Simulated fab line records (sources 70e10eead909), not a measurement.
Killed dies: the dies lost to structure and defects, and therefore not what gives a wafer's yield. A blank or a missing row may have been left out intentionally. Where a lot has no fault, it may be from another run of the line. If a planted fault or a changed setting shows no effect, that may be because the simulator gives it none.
fab line records	flow nand_harc
[record] lots = 12	wafers = 36	last_day = 32
route steps=1302 shown P_M1@315 P_M2@326 END@1302
lots untouched by any fault: they come from a run of this same line in which no faults occurred
start_h: hours from the record's opening day to when the first of the lot's shown wafers began	wait_h: hours from the lot's prior step to this one	" identical to the entry in the row above	L1.1+2: one row covering several wafers at once	- no value, or no start given	* or withheld: withheld	< > ~ a bound
route shown NAME@n: NAME is a module with steps in the file, n the number in the route of the first one	usual: the fault-free wafers' mean and standard deviation	same: alike in all rows	chamber/n: place in a boat	sites: each site's reading	_std_site: standard deviation across them	_edge_site: mean of outer sites minus mean of inner sites	radius_mm: for every site, how far away it sits from the centre of the wafer	mask NAME#n: copy n	behind: the last tool/chamber to shape the wafer	hold: why the lot went on hold/how many hours it stayed there/how the hold came to an end	device: which transistor (n, p or np) failed to switch	end of line: the tests these same wafers got at the end of their route	where a step has no rows: the recipe by itself	killed: the dies lost at the first sort to structure and to defects; this is not the yield of the wafer	map: a wafer's dies, marking killed ones x, the rest . and places with no die _
set.NAME: the run value of the setting; set.NAME@STEP: its run value at that earlier step	model.NAME: the simulator's own value behind a step, which no gauge read
steps of the route over a sample of lots; a table a step, a row a wafer
services: a tool's chamber out of use, with start hour (start_h, from the record's first day; less than 0 if before it), hours out, and reason
[[steps]]
[step NHARC_P_M1_INSPECT_27]
[usual] raw_defect_count = 285/130
lot.wafer	tool	chamber	start_h	wait_h	raw_defect_count
L140.3	defect_inspect-02	-	127.42	0.0	251
L140.5	"	-	"	"	249
L140.6	"	-	"	"	205
L141.1	defect_inspect-02	-	138.35	0.0	251
L141.5	"	-	"	"	156
L141.6	"	-	"	"	218
L142.1	defect_inspect-02	-	147.29	0.0	224
L142.3	"	-	"	"	158
L142.6	"	-	"	"	181
L144.2	defect_inspect-02	-	167.29	0.0	189
L144.4	"	-	"	"	217
L144.6	"	-	"	"	137
L145.1	defect_inspect-02	-	174.72	0.0	337
L145.2	"	-	"	"	384
L145.6	"	-	"	"	341
L150.2	defect_inspect-02	-	229.07	0.0	420
L150.3	"	-	"	"	328
L150.6	"	-	"	"	329
L155.1	defect_inspect-01	-	279.14	0.0	244
L155.2	"	-	"	"	216
L155.3	"	-	"	"	194
L157.1	defect_inspect-02	-	303.73	0.0	390
L157.2	"	-	"	"	330
L157.3	"	-	"	"	365
L156.1	defect_inspect-01	-	304.68	0.0	307
L156.2	"	-	"	"	335
L156.5	"	-	"	"	268
L159.1	defect_inspect-02	-	316.91	0.0	274
L159.3	"	-	"	"	275
L159.5	"	-	"	"	313
L158.2	defect_inspect-01	-	317.41	0.0	168
L158.4	"	-	"	"	342
L158.6	"	-	"	"	229
L162.1	defect_inspect-01	-	349.81	0.0	131
L162.2	"	-	"	"	168
L162.4	"	-	"	"	169
[step NHARC_P_M1_PRE_CLEAN_32]
[recipe] time_s = 12	temp_c = 370	rf_power_w = 300	gas = NH3
[usual] heater_power_w = 645/85	susceptor_temp_C = 370.00/0.19
lot.wafer	tool	chamber	start_h	wait_h	heater_power_w	susceptor_temp_C
L140.3	pecvd-02	2	127.52	0.1	716	370.05
L140.5	"	1	"	"	659	369.89
L140.6	"	2	"	"	731	369.87
L141.1	pecvd-02	1	138.42	0.1	668	370.06
L141.6	"	1	"	"	676	369.71
L141.5	"	2	"	"	672	370.13
L142.1	pecvd-02	2	147.36	0.1	709	370.19
L142.3	"	0	"	"	522	369.88
L142.6	"	2	"	"	705	369.83
L144.2	pecvd-03	1	167.38	0.1	655	369.54
L144.6	"	2	"	"	531	369.73
L144.4	"	0	"	"	733	369.97
L145.1	pecvd-03	1	174.79	0.1	730	369.90
L145.2	"	0	"	"	748	369.82
L145.6	"	0	"	"	735	370.00
L150.3	pecvd-03	0	229.15	0.1	791	370.14
L150.2	"	1	"	"	718	370.12
L150.6	"	1	"	"	702	370.19
L155.2	pecvd-01	1	279.21	0.1	785	370.28
L155.1	"	2	"	"	714	369.93
L155.3	"	0	"	"	727	370.03
L157.2	pecvd-02	1	303.80	0.1	696	370.35
L157.1	"	2	"	"	727	369.79
L157.3	"	0	"	"	531	369.93
L156.2	pecvd-01	2	304.75	0.1	718	370.04
L156.1	"	0	"	"	691	370.05
L156.5	"	1	"	"	745	369.85
L159.3	pecvd-02	2	316.97	0.1	673	369.90
L159.1	"	0	"	"	551	370.10
L159.5	"	1	"	"	715	369.97
L158.2	pecvd-02	1	317.58	0.2	678	370.48
L158.6	"	1	"	"	679	370.23
L158.4	"	0	"	"	520	370.18
L162.1	pecvd-01	2	349.88	0.1	713	370.45
L162.2	"	0	"	"	708	369.82
L162.4	"	2	"	"	714	370.32
[step NHARC_P_M2_PEB_07]
[recipe] peb_temp_c = 100	peb_time_s = 65
lot.wafer	tool	chamber	start_h	wait_h
L140.3+5+6	litho_track-04	0	128.72	0.1
L141.1+5+6	litho_track-04	0	139.67	0.1
L142.1+3+6	litho_track-04	0	148.60	0.1
L144.2+4+6	litho_track-04	0	168.60	0.1
L145.1+2+6	litho_track-04	0	176.03	0.1
L150.2+3+6	litho_track-06	0	230.38	0.1
L155.1+2+3	litho_track-06	0	280.47	0.1
L157.1+2+3	litho_track-06	0	305.04	0.1
L156.1+2+5	litho_track-04	0	306.00	0.1
L159.1+3+5	litho_track-04	0	318.21	0.1
L158.2+4+6	litho_track-04	0	318.83	0.1
L162.1+2+4	litho_track-04	0	351.12	0.1
[step NHARC_P_M2_CD_MEAS_09]
[recipe] target_cd_nm = 170	landing_energy_ev = 500
[usual] cd_nm = 170.8/0.77
[same] landing_energy_ev = 500
lot.wafer	tool	chamber	start_h	wait_h	cd_nm
L140.3	cd_sem-02	0	128.80	-	171.5
L140.5	"	0	"	"	169.7
L140.6	"	0	"	"	169.9
L141.1	cd_sem-01	0	139.75	-	169.6
L141.5	"	0	"	"	169.8
L141.6	"	0	"	"	170.1
L142.1	cd_sem-03	0	148.68	-	170.4
L142.3	"	0	"	"	172.3
L142.6	"	0	"	"	170.1
L144.2	cd_sem-01	0	168.68	-	170.3
L144.4	"	0	"	"	187.2
L144.6	"	0	"	"	170.6
L145.1	cd_sem-01	0	176.11	-	186.2
L145.2	"	0	"	"	169.7
L145.6	"	0	"	"	170.2
L150.2	cd_sem-03	0	230.46	-	170.7
L150.3	"	0	"	"	171.5
L150.6	"	0	"	"	171.9
L155.1	cd_sem-02	0	280.54	-	170.4
L155.2	"	0	"	"	170.5
L155.3	"	0	"	"	171.5
L157.1	cd_sem-03	0	305.12	-	172.3
L157.2	"	0	"	"	171.4
L157.3	"	0	"	"	169.9
L156.1	cd_sem-02	0	306.08	-	171.5
L156.2	"	0	"	"	170.6
L156.5	"	0	"	"	170.1
L159.1	cd_sem-01	0	318.29	-	172.1
L159.3	"	0	"	"	170.2
L159.5	"	0	"	"	169.2
L158.2	cd_sem-02	0	318.91	-	170.3
L158.4	"	0	"	"	171.3
L158.6	"	0	"	"	170.3
L162.1	cd_sem-02	0	351.20	-	172.0
L162.2	"	0	"	"	171.5
L162.4	"	0	"	"	170.4
[step NHARC_P_M2_OVL_MEAS_10]
[recipe] pitch_nm = 340
[usual] overlay_x_nm = 0.0/0.96	overlay_y_nm = -0.2/0.76
lot.wafer	tool	chamber	start_h	wait_h	overlay_x_nm	overlay_y_nm
L140.3	overlay-01	-	128.88	-	-0.1	-0.6
L140.5	"	-	"	"	0.0	-0.6
L140.6	"	-	"	"	-0.1	-0.4
L141.1	overlay-01	-	139.84	-	-0.1	-0.8
L141.5	"	-	"	"	-0.2	-0.9
L141.6	"	-	"	"	-0.2	-0.9
L142.1	overlay-02	-	148.77	-	-0.8	0.8
L142.3	"	-	"	"	-0.4	0.7
L142.6	"	-	"	"	-0.2	1.0
L144.2	overlay-02	-	168.77	-	0.2	-0.3
L144.4	"	-	"	"	0.2	-0.1
L144.6	"	-	"	"	0.4	-0.8
L145.1	overlay-01	-	176.20	-	0.2	0.7
L145.2	"	-	"	"	0.2	0.4
L145.6	"	-	"	"	-0.1	0.5
L150.2	overlay-02	-	230.55	-	-1.2	-0.5
L150.3	"	-	"	"	-1.7	-0.4
L150.6	"	-	"	"	-1.5	-0.4
L155.1	overlay-02	-	280.63	-	0.3	-1.4
L155.2	"	-	"	"	0.3	-0.8
L155.3	"	-	"	"	0.8	-1.1
L157.1	overlay-02	-	305.21	-	1.8	0.0
L157.2	"	-	"	"	2.0	-0.4
L157.3	"	-	"	"	2.0	-0.4
L156.1	overlay-02	-	306.16	-	-1.1	-1.7
L156.2	"	-	"	"	-1.6	-1.8
L156.5	"	-	"	"	-0.8	-1.5
L159.1	overlay-01	-	318.38	-	0.7	0.1
L159.3	"	-	"	"	0.8	0.0
L159.5	"	-	"	"	0.4	-0.6
L158.2	overlay-01	-	318.99	-	0.4	0.5
L158.4	"	-	"	"	0.3	0.9
L158.6	"	-	"	"	0.4	1.2
L162.1	overlay-02	-	351.29	-	1.4	-0.1
L162.2	"	-	"	"	0.4	0.4
L162.4	"	-	"	"	2.0	-0.4
[step NHARC_END_SORT_01]
[recipe] temp_c = 25
[usual] defect_limited_yield = 91.6/2.8	killed_at_array = 52/19	killed_at_other = 1.0/1.2	killed_at_periphery = 4.1/2.8	killed_dies = 57/19	killed_open = 3.1/1.7	killed_short = 2.5/1.5	sort_bin_2_pct = 3.0/1.2	sort_bin_3_pct = 0.6/0.36	sort_bin_4_pct = 4.9/1.6	sort_n_pass = 620/19	sort_rim_yield_pct = 91/5	sort_yield_pct = 91.6/2.8
[same] gross_dies = 677	sort_bin_5_pct[%] = 0	sort_bin_6_pct[%] = 0	sort_bin_7_pct[%] = 0	sort_bin_8_pct[%] = 0	sort_rim_n_gross = 106.00
lot.wafer	tool	chamber	start_h	wait_h	defect_limited_yield[%]	killed_at_array	killed_at_other	killed_at_periphery	killed_dies	killed_open	killed_short	sort_bin_2_pct[%]	sort_bin_3_pct[%]	sort_bin_4_pct[%]	sort_n_pass	sort_rim_yield_pct[%]	sort_yield_pct[%]
L141.1	prober-01	0	562.02	2.5	91.7	53	0	3	56	2	1	3.5	0.7	4.0	621	98	91.7
L141.5	prober-01	0	565.27	3.8	89.2	70	0	3	73	6	3	4.6	1.0	5.2	604	97	89.2
L141.6	prober-01	0	566.08	4.1	93.2	46	0	0	46	5	0	1.9	0.7	4.1	631	89	93.2
L142.1	prober-01	0	575.16	2.5	93.5	39	0	5	44	5	2	2.8	0.6	3.1	633	85	93.5
L142.3	prober-01	0	576.75	3.1	92.2	49	0	4	53	3	2	2.7	1.2	4.0	624	80	92.2
L142.6	prober-01	0	579.12	4.0	88.8	72	0	4	76	2	2	4.7	0.6	5.9	601	87	88.8
L144.2	prober-01	0	585.91	2.8	94.8	33	1	1	35	2	2	2.1	0.3	2.8	642	85	94.8
L144.4	prober-01	0	587.48	3.4	90.7	59	0	4	63	3	2	3.5	0.7	5.0	614	97	90.7
L144.6	prober-01	0	589.05	3.9	92.3	47	1	4	52	2	2	2.5	0.9	4.3	625	92	92.3
L145.1	prober-02	0	605.63	2.6	89.5	65	2	4	71	4	5	3.2	0.7	6.5	606	94	89.5
L145.2	prober-02	0	606.43	2.8	91.1	55	0	5	60	2	3	3.0	1.0	4.9	617	96	91.1
L145.6	prober-02	0	609.61	4.0	90.5	59	0	5	64	0	2	2.5	0.6	6.4	613	97	90.5
L150.2	prober-02	0	662.86	2.8	94.4	31	4	3	38	2	2	1.6	0.7	3.2	639	90	94.4
L150.3	prober-02	0	663.65	3.1	91.4	47	2	9	58	5	4	2.8	1.0	4.7	619	83	91.4
L150.6	prober-02	0	666.02	4.0	91.6	54	2	1	57	6	0	3.1	0.9	4.4	620	96	91.6
L155.1	prober-02	0	693.70	2.5	96.5	24	0	0	24	4	2	1.3	0.3	1.9	653	90	96.5
L155.2	prober-02	0	694.49	2.8	90.4	61	1	3	65	8	2	4.3	1.3	4.0	612	98	90.4
L155.3	prober-02	0	695.29	3.1	92.6	47	1	2	50	6	4	3.2	0.6	3.5	627	87	92.6
L162.1	prober-02	0	771.23	2.5	88.5	70	1	7	78	1	3	4.6	0.4	6.5	599	92	88.5
L162.2	prober-02	0	772.05	2.8	87.4	73	4	8	85	5	4	3.8	1.3	7.4	592	87	87.4
L162.4	prober-02	0	773.69	3.5	88.0	71	4	6	81	5	3	4.1	0.1	7.7	596	86	88.0
// killed by level:class
L141.1 A_CHANNEL_HOLE_D2:chamber_film_flake=24 A_CHANNEL_HOLE_D1:chamber_film_flake=21 A_STAIRCASE:chamber_film_flake=3 A_ZERO_WELL:chamber_film_flake=2 P_GATE:geometric_particle:open=1 P_CONTACT:geometric_particle:open=1 A_CHANNEL_HOLE_D1:geometric_particle:short=1 P_STI:chamber_film_flake=1
L141.5 A_CHANNEL_HOLE_D1:chamber_film_flake=32 A_CHANNEL_HOLE_D2:chamber_film_flake=22 A_STAIRCASE:chamber_film_flake=3 A_ONON_D1:geometric_particle:short=2 A_ZERO_WELL:chamber_film_flake=2 P_GATE:geometric_particle:open=1 P_CONTACT:geometric_particle:open=1 A_SOURCE_PLATE:geometric_particle:short=1
L141.6 A_CHANNEL_HOLE_D1:chamber_film_flake=21 A_CHANNEL_HOLE_D2:chamber_film_flake=12 A_CONTACT:chamber_film_flake=3 A_CHANNEL_FILL_D2:chamber_film_flake=2 A_SOURCE_PLATE:geometric_particle:open=1 A_DECK1_JOINT:geometric_particle:open=1 A_ONON_D2:geometric_particle:open=1 A_CHANNEL_FILL_D2:geometric_particle:open=1
L142.1 A_CHANNEL_HOLE_D1:chamber_film_flake=15 A_SLIT:chamber_film_flake=10 A_CONTACT:chamber_film_flake=4 P_STI:chamber_film_flake=3 A_DECK1_JOINT:geometric_particle:open=2 P_CONTACT:geometric_particle:open=1 A_ONON_D2:geometric_particle:short=1 A_ONON_D2:geometric_particle:open=1
L142.3 A_CHANNEL_HOLE_D1:chamber_film_flake=24 A_SLIT:chamber_film_flake=9 P_GATE:chamber_film_flake=2 A_CHANNEL_HOLE_D2:chamber_film_flake=2 A_STAIRCASE:chamber_film_flake=2 A_SGD_CUT:chamber_film_flake=2 A_WL_FILL:chamber_film_flake=2 A_CONTACT:chamber_film_flake=2
L142.6 A_SLIT:chamber_film_flake=31 A_CHANNEL_HOLE_D1:chamber_film_flake=23 A_CONTACT:chamber_film_flake=5 A_STAIRCASE:chamber_film_flake=5 A_CHANNEL_HOLE_D2:chamber_film_flake=3 P_ZERO_WELL:chamber_film_flake=2 P_STI:geometric_particle:short=1 A_DECK1_JOINT:geometric_particle:open=1
L144.2 A_CHANNEL_HOLE_D2:chamber_film_flake=19 A_CHANNEL_HOLE_D1:chamber_film_flake=3 A_STAIRCASE:chamber_film_flake=2 A_SLIT:chamber_film_flake=2 A_WL_FILL:chamber_film_flake=2 A_CHANNEL_FILL_D1:geometric_particle:open=1 A_DECK1_JOINT:geometric_particle:short=1 A_ONON_D2:geometric_particle:short=1
L144.4 A_CHANNEL_HOLE_D2:chamber_film_flake=42 A_SLIT:chamber_film_flake=5 A_WL_FILL:chamber_film_flake=4 A_CHANNEL_HOLE_D1:chamber_film_flake=2 A_STAIRCASE:chamber_film_flake=2 P_CONTACT:geometric_particle:short=1 P_M0:geometric_particle:open=1 A_CHANNEL_FILL_D1:geometric_particle:open=1
L144.6 A_CHANNEL_HOLE_D2:chamber_film_flake=30 A_SLIT:chamber_film_flake=4 A_WL_FILL:chamber_film_flake=3 A_CONTACT:chamber_film_flake=3 P_ZERO_WELL:chamber_film_flake=2 A_STAIRCASE:chamber_film_flake=2 P_CONTACT:geometric_particle:open=1 A_DECK1_JOINT:geometric_particle:short=1
L145.1 A_CHANNEL_HOLE_D1:chamber_film_flake=34 A_CHANNEL_HOLE_D2:chamber_film_flake=8 A_CHANNEL_FILL_D2:chamber_film_flake=4 A_CONTACT:chamber_film_flake=4 A_M1:chamber_film_flake=3 A_DECK1_JOINT:chamber_film_flake=2 A_STAIRCASE:chamber_film_flake=2 THIN_TSV:chamber_film_flake=2
L145.2 A_CHANNEL_HOLE_D1:chamber_film_flake=36 A_CHANNEL_HOLE_D2:chamber_film_flake=6 A_DECK1_JOINT:chamber_film_flake=3 P_STI:chamber_film_flake=2 P_M2:chamber_film_flake=2 A_ONON_D1:geometric_particle:short=1 A_DECK1_JOINT:geometric_particle:open=1 A_DECK1_JOINT:geometric_particle:short=1
L145.6 A_CHANNEL_HOLE_D1:chamber_film_flake=35 A_CHANNEL_HOLE_D2:chamber_film_flake=12 A_CONTACT:chamber_film_flake=4 P_STI:chamber_film_flake=2 P_M2:chamber_film_flake=2 A_CHANNEL_FILL_D2:chamber_film_flake=2 A_ONON_D1:geometric_particle:short=1 A_CHANNEL_FILL_D1:geometric_particle:short=1
L150.2 A_SLIT:chamber_film_flake=18 A_CHANNEL_HOLE_D1:chamber_film_flake=5 THIN_TSV:chamber_film_flake=4 A_CONTACT:chamber_film_flake=3 P_M0:geometric_particle:short=1 A_CHANNEL_FILL_D1:geometric_particle:short=1 A_DECK1_JOINT:geometric_particle:open=1 A_ONON_D2:geometric_particle:open=1
L150.3 A_CHANNEL_HOLE_D2:chamber_film_flake=23 A_SLIT:chamber_film_flake=7 P_GATE:chamber_film_flake=5 A_CONTACT:chamber_film_flake=4 A_ONON_D2:geometric_particle:open=3 A_CHANNEL_HOLE_D1:chamber_film_flake=3 P_STI:chamber_film_flake=2 THIN_TSV:chamber_film_flake=2
L150.6 A_SLIT:chamber_film_flake=23 A_CHANNEL_HOLE_D2:chamber_film_flake=10 A_CHANNEL_HOLE_D1:chamber_film_flake=8 A_ZERO_WELL:chamber_film_flake=4 A_CONTACT:chamber_film_flake=3 A_DECK1_JOINT:geometric_particle:open=2 THIN_TSV:chamber_film_flake=2 P_CONTACT:geometric_particle:open=1
L155.1 A_CHANNEL_HOLE_D2:chamber_film_flake=7 A_SLIT:chamber_film_flake=6 A_CONTACT:chamber_film_flake=3 A_CHANNEL_FILL_D1:geometric_particle:short=2 A_ONON_D1:geometric_particle:open=1 A_CHANNEL_FILL_D1:geometric_particle:open=1 A_BLC:geometric_particle:open=1 A_M0:geometric_particle:open=1
L155.2 A_SLIT:chamber_film_flake=27 A_CHANNEL_HOLE_D2:chamber_film_flake=16 A_CHANNEL_HOLE_D1:chamber_film_flake=5 A_CHANNEL_FILL_D2:geometric_particle:open=3 A_DECK1_JOINT:geometric_particle:open=2 A_WL_FILL:chamber_film_flake=2 A_CONTACT:chamber_film_flake=2 P_CONTACT:geometric_particle:short=1
L155.3 A_CHANNEL_HOLE_D2:chamber_film_flake=19 A_SLIT:chamber_film_flake=13 A_CHANNEL_FILL_D1:geometric_particle:open=2 A_M0:geometric_particle:open=2 A_WL_FILL:chamber_film_flake=2 P_STI:geometric_particle:short=1 A_CHANNEL_FILL_D1:geometric_particle:short=1 A_ONON_D2:geometric_particle:short=1
L162.1 A_SLIT:chamber_film_flake=39 A_CHANNEL_HOLE_D2:chamber_film_flake=10 A_CONTACT:chamber_film_flake=9 P_ZERO_WELL:chamber_film_flake=4 P_M2:chamber_film_flake=3 A_WL_FILL:geometric_particle:short=2 A_STAIRCASE:chamber_film_flake=2 A_SGD_CUT:chamber_film_flake=2
L162.2 A_CHANNEL_HOLE_D2:chamber_film_flake=33 A_SLIT:chamber_film_flake=13 A_CONTACT:chamber_film_flake=12 P_M2:chamber_film_flake=5 A_STAIRCASE:chamber_film_flake=4 THIN_TSV:chamber_film_flake=4 A_WL_FILL:chamber_film_flake=3 P_CONTACT:geometric_particle:open=2
L162.4 A_SLIT:chamber_film_flake=39 A_CHANNEL_HOLE_D2:chamber_film_flake=12 A_CONTACT:chamber_film_flake=8 P_M2:chamber_film_flake=4 A_WL_FILL:chamber_film_flake=3 THIN_TSV:chamber_film_flake=3 A_STAIRCASE:chamber_film_flake=2 P_GATE:geometric_particle:open=1
[[services]]
tool	chamber	start_h	hours	kind
pecvd-03	-	122.59	0.4	repair
pecvd-01	-	130.40	13.0	pm
pecvd-01	0	130.40	13.0	vent_cycle
pecvd-01	1	130.40	13.0	vent_cycle
pecvd-01	2	130.40	13.0	vent_cycle
pecvd-01	0	143.40	-	clean
pecvd-01	1	143.40	-	clean
litho_track-06	-	179.00	7.0	pm
pecvd-03	0	183.99	2.0	repair
pecvd-03	-	185.74	13.0	pm
pecvd-02	-	202.37	0.9	repair
litho_track-04	-	203.00	7.0	pm
pecvd-03	-	211.65	1.2	repair
pecvd-02	-	227.29	13.0	pm
pecvd-02	0	227.29	13.0	vent_cycle
pecvd-02	1	227.29	13.0	vent_cycle
pecvd-02	2	227.29	13.0	vent_cycle
pecvd-02	0	240.29	-	clean
pecvd-02	1	240.29	-	clean
pecvd-02	2	240.29	-	clean
pecvd-02	2	297.35	2.5	repair
pecvd-01	-	311.40	13.0	pm
pecvd-03	2	319.45	6.8	repair
pecvd-03	-	346.67	1.6	repair
[[key]]
[first_sign] step = NHARC_P_M2_CD_MEAS_09	reading = cd_nm	direction = up	sigmas = 21	usual = 170.8	struck = 186.7
effect none on later readings
met_at NHARC_P_M2_PEB_07
struck_lots L144,L145
struck_wafers L144.4,L145.1
not_acting_at NHARC_P_M1_INSPECT_27,NHARC_P_M1_PRE_CLEAN_32,NHARC_P_M2_OVL_MEAS_10
onset_between 148.60 168.60
[fault] kind = process_parameter_drift	tool = litho_track-04	chamber = -	onset_h = 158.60	steps = NHARC_P_M2_PEB_07	channel = peb_time_s	offset = *	shape = step	end_h = 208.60	scope = struck_wafers_only	acts_in = *	stated = *
